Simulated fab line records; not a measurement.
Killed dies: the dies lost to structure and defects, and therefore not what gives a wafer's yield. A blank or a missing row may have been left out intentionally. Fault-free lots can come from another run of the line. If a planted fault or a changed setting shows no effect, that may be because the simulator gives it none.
fab line records :: flow nandHarc
record
  lots=5
  wafers=15
  lastDay=34
route steps=1302 shown A_M1@1172
lots with no fault: from the same line, run without faults
startH: hours from the record's first day to the start of the lot's first wafer shown :: waitH: hours from the lot's prior step to this one :: " identical to the entry in the row above :: L1.1+2: several wafers, shown together as one row :: - no value, or no start was given :: * or withheld: withheld :: < > ~ a bound
route shown NAME@n: a module of which the file shows steps, and the number in the route of the first :: usual: mean and standard deviation over wafers with no fault :: same: alike in all rows :: chamber/n: place in a boat :: sites: each site's reading :: _std_site: how widely they spread, as a standard deviation :: _edge_site: inner sites' mean taken away from outer sites' mean :: radiusMm: for every site, how far away it sits from the centre of the wafer :: mask NAME#n: copy n :: behind: the last tool/chamber to shape the wafer :: hold: reason for holding the lot/hours on hold/outcome of the hold :: device: whichever transistor did not switch (one of n, p or np) :: end of line: the tests these same wafers got at the end of their route :: a step with no rows: only its recipe :: killed: the dies lost at the first sort to structure and to defects; this is not the yield of the wafer :: map: the dies of a wafer, with x for killed, . for not killed, _ for no die there
set.NAME: the setting as run; set.NAME@STEP: as run at that earlier step :: model.NAME: the simulator's own value behind a step, which no gauge read
a table for each step, a row for each wafer; lots at some steps of the route
services: a tool's chamber out of use, with start hour (startH, from the record's first day; less than 0 if before it), hours out, and reason
## steps
# step NHARC_A_M1_COAT_34
# recipe
  tempC=200
  timeS=65
# step NHARC_A_M1_COAT_03
# recipe
  spinRpm=1500
  resistThkNm=90
# step NHARC_A_M1_SOFTBAKE_04
# recipe
  tempC=105
  timeS=55
# step NHARC_A_M1_EBR_05
# step NHARC_A_M1_EXPOSE_06
# recipe
  na=1.35
  targetCdNm=120
  doseMj=75.13
  maskId=A_M1
# step NHARC_A_M1_PEB_07
# recipe
  pebTempC=100
  pebTimeS=65
# step NHARC_A_M1_DEVELOP_08
# recipe
  developTimeS=35
  devTempC=23
# step NHARC_A_M1_CD_MEAS_09
# recipe
  targetCdNm=120
  landingEnergyEv=500
# usual
  cdNm=120.1/0.6
lot.wafer: L963.1
tool: cdSem-02
chamber: 0
startH: 540.79
waitH: -
cdNm: 120.6

lot.wafer: L963.4
tool: cdSem-02
chamber: 0
startH: 540.79
waitH: -
cdNm: 120.1

lot.wafer: L963.6
tool: cdSem-02
chamber: 0
startH: 540.79
waitH: -
cdNm: 120.5

lot.wafer: L966.1
tool: cdSem-01
chamber: 0
startH: 604.21
waitH: -
cdNm: 120.8

lot.wafer: L966.5
tool: cdSem-01
chamber: 0
startH: 604.21
waitH: -
cdNm: 119.6

lot.wafer: L966.6
tool: cdSem-01
chamber: 0
startH: 604.21
waitH: -
cdNm: 119.9

lot.wafer: L982.1
tool: cdSem-03
chamber: 0
startH: 727.66
waitH: -
cdNm: 120.3

lot.wafer: L982.2
tool: cdSem-03
chamber: 0
startH: 727.66
waitH: -
cdNm: 120.6

lot.wafer: L982.3
tool: cdSem-03
chamber: 0
startH: 727.66
waitH: -
cdNm: 119.2

lot.wafer: L984.3
tool: cdSem-02
chamber: 0
startH: 755.45
waitH: -
cdNm: 119.1

lot.wafer: L984.4
tool: cdSem-02
chamber: 0
startH: 755.45
waitH: -
cdNm: 120.7

lot.wafer: L984.6
tool: cdSem-02
chamber: 0
startH: 755.45
waitH: -
cdNm: 120.4

lot.wafer: L986.1
tool: cdSem-03
chamber: 0
startH: 771.88
waitH: -
cdNm: 120.6

lot.wafer: L986.2
tool: cdSem-03
chamber: 0
startH: 771.88
waitH: -
cdNm: 119.8

lot.wafer: L986.4
tool: cdSem-03
chamber: 0
startH: 771.88
waitH: -
cdNm: 119.7
# step NHARC_A_M1_OVL_MEAS_10
# recipe
  pitchNm=240
# usual
  overlayXNm=-0.2/0.63
  overlayYNm=0.0/0.85
lot.wafer: L963.1
tool: overlay-02
chamber: -
startH: 540.88
waitH: -
overlayXNm: -0.2
overlayYNm: -0.2

lot.wafer: L963.4
tool: overlay-02
chamber: -
startH: 540.88
waitH: -
overlayXNm: -0.6
overlayYNm: -0.4

lot.wafer: L963.6
tool: overlay-02
chamber: -
startH: 540.88
waitH: -
overlayXNm: -0.1
overlayYNm: -0.1

lot.wafer: L966.1
tool: overlay-02
chamber: -
startH: 604.30
waitH: -
overlayXNm: -1.0
overlayYNm: -0.9

lot.wafer: L966.5
tool: overlay-02
chamber: -
startH: 604.30
waitH: -
overlayXNm: -1.3
overlayYNm: -0.7

lot.wafer: L966.6
tool: overlay-02
chamber: -
startH: 604.30
waitH: -
overlayXNm: -1.2
overlayYNm: -1.0

lot.wafer: L982.1
tool: overlay-02
chamber: -
startH: 727.75
waitH: -
overlayXNm: 0.7
overlayYNm: -0.9

lot.wafer: L982.2
tool: overlay-02
chamber: -
startH: 727.75
waitH: -
overlayXNm: -0.3
overlayYNm: -1.3

lot.wafer: L982.3
tool: overlay-02
chamber: -
startH: 727.75
waitH: -
overlayXNm: 0.1
overlayYNm: -0.6

lot.wafer: L984.3
tool: overlay-02
chamber: -
startH: 755.54
waitH: -
overlayXNm: -1.1
overlayYNm: 0.8

lot.wafer: L984.4
tool: overlay-02
chamber: -
startH: 755.54
waitH: -
overlayXNm: -1.2
overlayYNm: 0.9

lot.wafer: L984.6
tool: overlay-02
chamber: -
startH: 755.54
waitH: -
overlayXNm: -1.4
overlayYNm: 0.9

lot.wafer: L986.1
tool: overlay-02
chamber: -
startH: 771.97
waitH: -
overlayXNm: 0.2
overlayYNm: -0.1

lot.wafer: L986.2
tool: overlay-02
chamber: -
startH: 771.97
waitH: -
overlayXNm: 0.5
overlayYNm: -0.5

lot.wafer: L986.4
tool: overlay-02
chamber: -
startH: 771.97
waitH: -
overlayXNm: 0.2
overlayYNm: -0.7
# step NHARC_A_M1_INSPECT_11
# usual
  rawDefectCount=89/39
lot.wafer: L963.1
tool: defectInspect-02
chamber: -
startH: 540.92
waitH: 0.0
rawDefectCount: 148

lot.wafer: L963.4
tool: defectInspect-02
chamber: -
startH: 540.92
waitH: 0.0
rawDefectCount: 161

lot.wafer: L963.6
tool: defectInspect-02
chamber: -
startH: 540.92
waitH: 0.0
rawDefectCount: 140

lot.wafer: L966.1
tool: defectInspect-02
chamber: -
startH: 604.34
waitH: 0.0
rawDefectCount: 80

lot.wafer: L966.5
tool: defectInspect-02
chamber: -
startH: 604.34
waitH: 0.0
rawDefectCount: 65

lot.wafer: L966.6
tool: defectInspect-02
chamber: -
startH: 604.34
waitH: 0.0
rawDefectCount: 52

lot.wafer: L982.1
tool: defectInspect-02
chamber: -
startH: 727.79
waitH: 0.0
rawDefectCount: 80

lot.wafer: L982.2
tool: defectInspect-02
chamber: -
startH: 727.79
waitH: 0.0
rawDefectCount: 79

lot.wafer: L982.3
tool: defectInspect-02
chamber: -
startH: 727.79
waitH: 0.0
rawDefectCount: 85

lot.wafer: L984.3
tool: defectInspect-01
chamber: -
startH: 755.57
waitH: 0.0
rawDefectCount: 64

lot.wafer: L984.4
tool: defectInspect-01
chamber: -
startH: 755.57
waitH: 0.0
rawDefectCount: 58

lot.wafer: L984.6
tool: defectInspect-01
chamber: -
startH: 755.57
waitH: 0.0
rawDefectCount: 63

lot.wafer: L986.1
tool: defectInspect-01
chamber: -
startH: 772.01
waitH: 0.0
rawDefectCount: 100

lot.wafer: L986.2
tool: defectInspect-01
chamber: -
startH: 772.01
waitH: 0.0
rawDefectCount: 105

lot.wafer: L986.4
tool: defectInspect-01
chamber: -
startH: 772.01
waitH: 0.0
rawDefectCount: 93
# step NHARC_A_M1_DESCUM_14
# recipe
  timeS=3
  o2FlowSccm=200
  arFlowSccm=0
  biasPowerW=0
  chemistry=O2
# usual
  drypumpMotorCurrentA=5.6/0.5
  oesProductAu=1.000/0.0076
  rfVppV=57.9/0.9
  showerheadPlenumPTorr=1.92/0.066
  throttleValvePct=11.310/0.0078
lot.wafer: L963.4
tool: rieDiel-05
chamber: 0
startH: 540.98
waitH: 0.1
drypumpMotorCurrentA: 5.8
oesProductAu: 1.001
rfHoursCounterH: 4.2
rfVppV: 57.9
showerheadPlenumPTorr: 1.94
throttleValvePct: 11.322

lot.wafer: L963.1
tool: rieDiel-05
chamber: 1
startH: 540.98
waitH: 0.1
drypumpMotorCurrentA: 5.8
oesProductAu: 1.000
rfHoursCounterH: 4.1
rfVppV: 56.1
showerheadPlenumPTorr: 1.97
throttleValvePct: 11.305

lot.wafer: L963.6
tool: rieDiel-05
chamber: 1
startH: 540.98
waitH: 0.1
drypumpMotorCurrentA: 5.9
oesProductAu: 1.010
rfHoursCounterH: -
rfVppV: 58.5
showerheadPlenumPTorr: 1.97
throttleValvePct: 11.320

lot.wafer: L966.1
tool: rieDiel-05
chamber: 1
startH: 604.42
waitH: 0.1
drypumpMotorCurrentA: 5.8
oesProductAu: 1.001
rfHoursCounterH: 0.4
rfVppV: 56.9
showerheadPlenumPTorr: 1.97
throttleValvePct: 11.311

lot.wafer: L966.5
tool: rieDiel-05
chamber: 3
startH: 604.42
waitH: 0.1
drypumpMotorCurrentA: 4.7
oesProductAu: 0.994
rfHoursCounterH: -
rfVppV: 56.6
showerheadPlenumPTorr: 1.85
throttleValvePct: 11.301

lot.wafer: L966.6
tool: rieDiel-05
chamber: 0
startH: 604.42
waitH: 0.1
drypumpMotorCurrentA: 5.8
oesProductAu: 1.002
rfHoursCounterH: -
rfVppV: 56.9
showerheadPlenumPTorr: 1.94
throttleValvePct: 11.309

lot.wafer: L982.3
tool: rieDiel-02
chamber: 2
startH: 727.85
waitH: 0.1
drypumpMotorCurrentA: 6.0
oesProductAu: 0.999
rfHoursCounterH: 8.5
rfVppV: 59.2
showerheadPlenumPTorr: 2.03
throttleValvePct: 11.317

lot.wafer: L982.2
tool: rieDiel-02
chamber: 3
startH: 727.85
waitH: 0.1
drypumpMotorCurrentA: 5.3
oesProductAu: 1.008
rfHoursCounterH: 8.6
rfVppV: 59.2
showerheadPlenumPTorr: 1.90
throttleValvePct: 11.313

lot.wafer: L982.1
tool: rieDiel-02
chamber: 0
startH: 727.85
waitH: 0.1
drypumpMotorCurrentA: 5.0
oesProductAu: 0.999
rfHoursCounterH: 8.3
rfVppV: 57.3
showerheadPlenumPTorr: 1.91
throttleValvePct: 11.308

lot.wafer: L984.3
tool: rieDiel-05
chamber: 2
startH: 755.65
waitH: 0.1
drypumpMotorCurrentA: 5.1
oesProductAu: 0.999
rfHoursCounterH: 8.1
rfVppV: 58.7
showerheadPlenumPTorr: 2.00
throttleValvePct: 11.316

lot.wafer: L984.4
tool: rieDiel-05
chamber: 3
startH: 755.65
waitH: 0.1
drypumpMotorCurrentA: 4.7
oesProductAu: 1.002
rfHoursCounterH: 7.6
rfVppV: 56.6
showerheadPlenumPTorr: 1.85
throttleValvePct: 11.314

lot.wafer: L984.6
tool: rieDiel-05
chamber: 1
startH: 755.65
waitH: 0.1
drypumpMotorCurrentA: 5.8
oesProductAu: 1.000
rfHoursCounterH: -
rfVppV: 59.1
showerheadPlenumPTorr: 1.96
throttleValvePct: 11.312

lot.wafer: L986.2
tool: rieDiel-02
chamber: 3
startH: 772.07
waitH: 0.1
drypumpMotorCurrentA: 5.3
oesProductAu: 0.989
rfHoursCounterH: 1.2
rfVppV: 58.8
showerheadPlenumPTorr: 1.90
throttleValvePct: 11.301

lot.wafer: L986.1
tool: rieDiel-02
chamber: 0
startH: 772.07
waitH: 0.1
drypumpMotorCurrentA: 5.0
oesProductAu: 1.001
rfHoursCounterH: 1.3
rfVppV: 58.3
showerheadPlenumPTorr: 1.91
throttleValvePct: 11.316

lot.wafer: L986.4
tool: rieDiel-02
chamber: 2
startH: 772.07
waitH: 0.1
drypumpMotorCurrentA: 5.9
oesProductAu: 1.007
rfHoursCounterH: 0.2
rfVppV: 57.0
showerheadPlenumPTorr: 2.03
throttleValvePct: 11.305
# step NHARC_A_M1_ETCH_35
# recipe
  targetDepthA=400
  overetchA=120
  timeS=43.94
  ionEnergyEv=200
  n2FlowSccm=150
  h2FlowSccm=150
  arFlowSccm=0
  rfW=400
  biasW=150
  chemistry=N2/H2
# usual
  drypumpMotorCurrentA=5.6/0.51
  h2FlowSccm=150.0/0.49
  oesProductAu=0.999/0.0088
  rfVppV=430.8/2.2
  showerheadPlenumPTorr=2.05/0.075
  throttleValvePct=14.172/0.0093
lot.wafer: L963.1
tool: rieDiel-05
chamber: 2
startH: 541.06
waitH: 0.1
drypumpMotorCurrentA: 5.1
h2FlowSccm: 150.1
oesProductAu: 0.977
rfHoursCounterH: 4.2
rfVppV: 433.2
showerheadPlenumPTorr: 2.13
throttleValvePct: 14.178

lot.wafer: L963.4
tool: rieDiel-05
chamber: 0
startH: 541.06
waitH: 0.1
drypumpMotorCurrentA: 5.9
h2FlowSccm: 149.5
oesProductAu: 1.008
rfHoursCounterH: 4.2
rfVppV: 430.2
showerheadPlenumPTorr: 2.07
throttleValvePct: 14.178

lot.wafer: L963.6
tool: rieDiel-05
chamber: 2
startH: 541.06
waitH: 0.1
drypumpMotorCurrentA: 5.1
h2FlowSccm: 150.8
oesProductAu: 0.985
rfHoursCounterH: -
rfVppV: 433.3
showerheadPlenumPTorr: 2.13
throttleValvePct: 14.183

lot.wafer: L966.1
tool: rieDiel-05
chamber: 3
startH: 604.48
waitH: 0.1
drypumpMotorCurrentA: 4.7
h2FlowSccm: 149.5
oesProductAu: 0.999
rfHoursCounterH: 0.6
rfVppV: 428.5
showerheadPlenumPTorr: 1.98
throttleValvePct: 14.177

lot.wafer: L966.5
tool: rieDiel-05
chamber: 3
startH: 604.48
waitH: 0.1
drypumpMotorCurrentA: 4.7
h2FlowSccm: 150.0
oesProductAu: 1.003
rfHoursCounterH: -
rfVppV: 428.0
showerheadPlenumPTorr: 1.98
throttleValvePct: 14.175

lot.wafer: L966.6
tool: rieDiel-05
chamber: 0
startH: 604.48
waitH: 0.1
drypumpMotorCurrentA: 5.8
h2FlowSccm: 150.5
oesProductAu: 1.007
rfHoursCounterH: -
rfVppV: 430.2
showerheadPlenumPTorr: 2.07
throttleValvePct: 14.177

lot.wafer: L982.2
tool: rieDiel-02
chamber: 2
startH: 727.95
waitH: 0.1
drypumpMotorCurrentA: 6.0
h2FlowSccm: 150.2
oesProductAu: 1.014
rfHoursCounterH: 8.5
rfVppV: 434.6
showerheadPlenumPTorr: 2.17
throttleValvePct: 14.172

lot.wafer: L982.1
tool: rieDiel-02
chamber: 3
startH: 727.95
waitH: 0.1
drypumpMotorCurrentA: 5.3
h2FlowSccm: 149.6
oesProductAu: 0.995
rfHoursCounterH: 8.6
rfVppV: 430.5
showerheadPlenumPTorr: 2.03
throttleValvePct: 14.169

lot.wafer: L982.3
tool: rieDiel-02
chamber: 0
startH: 727.95
waitH: 0.1
drypumpMotorCurrentA: 5.0
h2FlowSccm: 150.8
oesProductAu: 1.005
rfHoursCounterH: 8.4
rfVppV: 430.2
showerheadPlenumPTorr: 2.04
throttleValvePct: 14.171

lot.wafer: L984.3
tool: rieDiel-05
chamber: 1
startH: 755.72
waitH: 0.1
drypumpMotorCurrentA: 5.8
h2FlowSccm: 150.9
oesProductAu: 0.992
rfHoursCounterH: 9.5
rfVppV: 433.0
showerheadPlenumPTorr: 2.09
throttleValvePct: 14.167

lot.wafer: L984.4
tool: rieDiel-05
chamber: 3
startH: 755.72
waitH: 0.1
drypumpMotorCurrentA: 4.7
h2FlowSccm: 149.6
oesProductAu: 1.003
rfHoursCounterH: 7.6
rfVppV: 428.9
showerheadPlenumPTorr: 1.97
throttleValvePct: 14.175

lot.wafer: L984.6
tool: rieDiel-05
chamber: 1
startH: 755.72
waitH: 0.1
drypumpMotorCurrentA: 5.9
h2FlowSccm: 150.1
oesProductAu: 0.982
rfHoursCounterH: -
rfVppV: 432.7
showerheadPlenumPTorr: 2.09
throttleValvePct: 14.166

lot.wafer: L986.1
tool: rieDiel-02
chamber: 0
startH: 772.16
waitH: 0.1
drypumpMotorCurrentA: 5.0
h2FlowSccm: 149.3
oesProductAu: 1.008
rfHoursCounterH: 1.3
rfVppV: 431.2
showerheadPlenumPTorr: 2.04
throttleValvePct: 14.172

lot.wafer: L986.4
tool: rieDiel-02
chamber: 1
startH: 772.16
waitH: 0.1
drypumpMotorCurrentA: 5.9
h2FlowSccm: 149.3
oesProductAu: 1.006
rfHoursCounterH: 1.3
rfVppV: 426.7
showerheadPlenumPTorr: 1.91
throttleValvePct: 14.169

lot.wafer: L986.2
tool: rieDiel-02
chamber: 2
startH: 772.16
waitH: 0.1
drypumpMotorCurrentA: 5.9
h2FlowSccm: 150.4
oesProductAu: 1.026
rfHoursCounterH: 0.2
rfVppV: 433.4
showerheadPlenumPTorr: 2.17
throttleValvePct: 14.155
# step NHARC_A_M1_ETCH_15
# recipe
  targetDepthA=1825
  timeS=91.2
  c4f8FlowSccm=withheld
  arFlowSccm=400
  rfW=600
  biasW=300
  chemistry=C4F8/Ar
# usual
  oesProductAu=0.953/0.019
  rfVppV=441.2/2.4
lot.wafer: L963.4
tool: rieDiel-05
chamber: 1
startH: 541.15
waitH: -
oesProductAu: 0.937
rfHoursCounterH: 4.1
rfVppV: 441.6

lot.wafer: L963.1
tool: rieDiel-05
chamber: 2
startH: 541.15
waitH: -
oesProductAu: 0.909
rfHoursCounterH: 4.3
rfVppV: 441.3

lot.wafer: L963.6
tool: rieDiel-05
chamber: 2
startH: 541.15
waitH: -
oesProductAu: 0.907
rfHoursCounterH: -
rfVppV: 442.3

lot.wafer: L966.1
tool: rieDiel-05
chamber: 1
startH: 604.57
waitH: -
oesProductAu: 0.872
rfHoursCounterH: 0.4
rfVppV: 442.8

lot.wafer: L966.5
tool: rieDiel-05
chamber: 1
startH: 604.57
waitH: -
oesProductAu: 0.869
rfHoursCounterH: -
rfVppV: 441.6

lot.wafer: L966.6
tool: rieDiel-05
chamber: 2
startH: 604.57
waitH: -
oesProductAu: 0.978
rfHoursCounterH: -
rfVppV: 443.6

lot.wafer: L982.3
tool: rieDiel-02
chamber: 3
startH: 728.05
waitH: -
oesProductAu: 0.937
rfHoursCounterH: 8.6
rfVppV: 439.9

lot.wafer: L982.2
tool: rieDiel-02
chamber: 0
startH: 728.05
waitH: -
oesProductAu: 0.933
rfHoursCounterH: 8.4
rfVppV: 441.6

lot.wafer: L982.1
tool: rieDiel-02
chamber: 2
startH: 728.05
waitH: -
oesProductAu: 0.941
rfHoursCounterH: 8.5
rfVppV: 444.9

lot.wafer: L984.3
tool: rieDiel-05
chamber: 0
startH: 755.81
waitH: -
oesProductAu: 0.942
rfHoursCounterH: 8.7
rfVppV: 441.1

lot.wafer: L984.4
tool: rieDiel-05
chamber: 1
startH: 755.81
waitH: -
oesProductAu: 0.929
rfHoursCounterH: 9.5
rfVppV: 443.0

lot.wafer: L984.6
tool: rieDiel-05
chamber: 0
startH: 755.81
waitH: -
oesProductAu: 0.933
rfHoursCounterH: -
rfVppV: 441.6

lot.wafer: L986.2
tool: rieDiel-02
chamber: 0
startH: 772.25
waitH: -
oesProductAu: 0.961
rfHoursCounterH: 1.3
rfVppV: 442.2

lot.wafer: L986.4
tool: rieDiel-02
chamber: 1
startH: 772.25
waitH: -
oesProductAu: 0.972
rfHoursCounterH: 1.3
rfVppV: 437.4

lot.wafer: L986.1
tool: rieDiel-02
chamber: 2
startH: 772.25
waitH: -
oesProductAu: 0.993
rfHoursCounterH: 0.2
rfVppV: 444.2
# step NHARC_A_M1_CD_MEAS_16
# usual
  cdNm=119.9/0.74
lot.wafer: L963.1
tool: cdSem-03
chamber: -
startH: 541.28
waitH: -
cdNm: 120.3

lot.wafer: L963.4
tool: cdSem-03
chamber: -
startH: 541.28
waitH: -
cdNm: 119.6

lot.wafer: L963.6
tool: cdSem-03
chamber: -
startH: 541.28
waitH: -
cdNm: 120.9

lot.wafer: L966.1
tool: cdSem-03
chamber: -
startH: 604.70
waitH: -
cdNm: 120.7

lot.wafer: L966.5
tool: cdSem-03
chamber: -
startH: 604.70
waitH: -
cdNm: 119.8

lot.wafer: L966.6
tool: cdSem-03
chamber: -
startH: 604.70
waitH: -
cdNm: 119.9

lot.wafer: L982.1
tool: cdSem-01
chamber: -
startH: 728.20
waitH: -
cdNm: 119.6

lot.wafer: L982.2
tool: cdSem-01
chamber: -
startH: 728.20
waitH: -
cdNm: 119.6

lot.wafer: L982.3
tool: cdSem-01
chamber: -
startH: 728.20
waitH: -
cdNm: 118.8

lot.wafer: L984.3
tool: cdSem-02
chamber: -
startH: 755.94
waitH: -
cdNm: 118.3

lot.wafer: L984.4
tool: cdSem-02
chamber: -
startH: 755.94
waitH: -
cdNm: 120.7

lot.wafer: L984.6
tool: cdSem-02
chamber: -
startH: 755.94
waitH: -
cdNm: 119.5

lot.wafer: L986.1
tool: cdSem-02
chamber: -
startH: 772.38
waitH: -
cdNm: 120.4

lot.wafer: L986.2
tool: cdSem-02
chamber: -
startH: 772.38
waitH: -
cdNm: 119.4

lot.wafer: L986.4
tool: cdSem-02
chamber: -
startH: 772.38
waitH: -
cdNm: 119.0
## services
tool: rieDiel-02
chamber: 1
startH: 533.96
hours: 10.6
kind: repair

tool: rieDiel-05
chamber: 0
startH: 540.81
hours: -
kind: clean

tool: rieDiel-05
chamber: 1
startH: 540.81
hours: -
kind: clean

tool: rieDiel-05
chamber: 2
startH: 540.81
hours: -
kind: clean

tool: rieDiel-05
chamber: 3
startH: 540.81
hours: -
kind: clean

tool: rieDiel-05
chamber: 0
startH: 565.31
hours: -
kind: clean

tool: rieDiel-05
chamber: 1
startH: 565.31
hours: -
kind: clean

tool: rieDiel-05
chamber: 2
startH: 565.31
hours: -
kind: clean

tool: rieDiel-05
chamber: 3
startH: 565.31
hours: -
kind: clean

tool: rieDiel-02
chamber: -
startH: 570.85
hours: 9.0
kind: pm

tool: rieDiel-05
chamber: -
startH: 586.31
hours: 9.0
kind: pm

tool: rieDiel-05
chamber: 0
startH: 586.31
hours: 9.0
kind: ventCycle

tool: rieDiel-05
chamber: 1
startH: 586.31
hours: 9.0
kind: ventCycle

tool: rieDiel-05
chamber: 2
startH: 586.31
hours: 9.0
kind: ventCycle

tool: rieDiel-05
chamber: 3
startH: 586.31
hours: 9.0
kind: ventCycle

tool: rieDiel-05
chamber: 0
startH: 595.31
hours: -
kind: clean

tool: rieDiel-02
chamber: -
startH: 632.95
hours: 0.5
kind: repair

tool: rieDiel-02
chamber: 1
startH: 690.75
hours: 11.8
kind: repair

tool: rieDiel-02
chamber: 0
startH: 691.67
hours: 2.0
kind: repair

tool: rieDiel-05
chamber: 2
startH: 714.76
hours: 10.4
kind: repair

tool: rieDiel-02
chamber: 1
startH: 720.40
hours: 26.4
kind: repair

tool: rieDiel-02
chamber: 2
startH: 745.68
hours: 18.6
kind: repair

tool: rieDiel-02
chamber: -
startH: 747.85
hours: 9.0
kind: pm

tool: rieDiel-05
chamber: -
startH: 763.31
hours: 9.0
kind: pm
## key
firstSign
  step=NHARC_A_M1_ETCH_15
  reading=oesProductAu
  direction=down
  sigmas=4.2
  usual=0.953
  struck=0.871
effect none on later readings
metAt NHARC_A_M1_ETCH_15
struckWafers L966.1,L966.5
laterRowsLeftOut L966.1,L966.5
sortLeftOut L966.1,L966.5
onsetBetween 541.15 604.57
fault
  kind=processParameterDrift
  tool=rieDiel-05
  chamber=-
  onsetH=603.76
  steps=NHARC_A_M1_ETCH_15
  channel=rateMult
  offset=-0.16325
  shape=step
  endH=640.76
  scope=struckWafersOnly
# sortLeftOut: the simulated sort isn't trusted on such a fault, so these wafers' sort isn't shown, and their yield isn't known
# laterRowsLeftOut: the simulator's readings of these wafers behind a module that went badly wrong aren't trusted and aren't shown, but for the sort
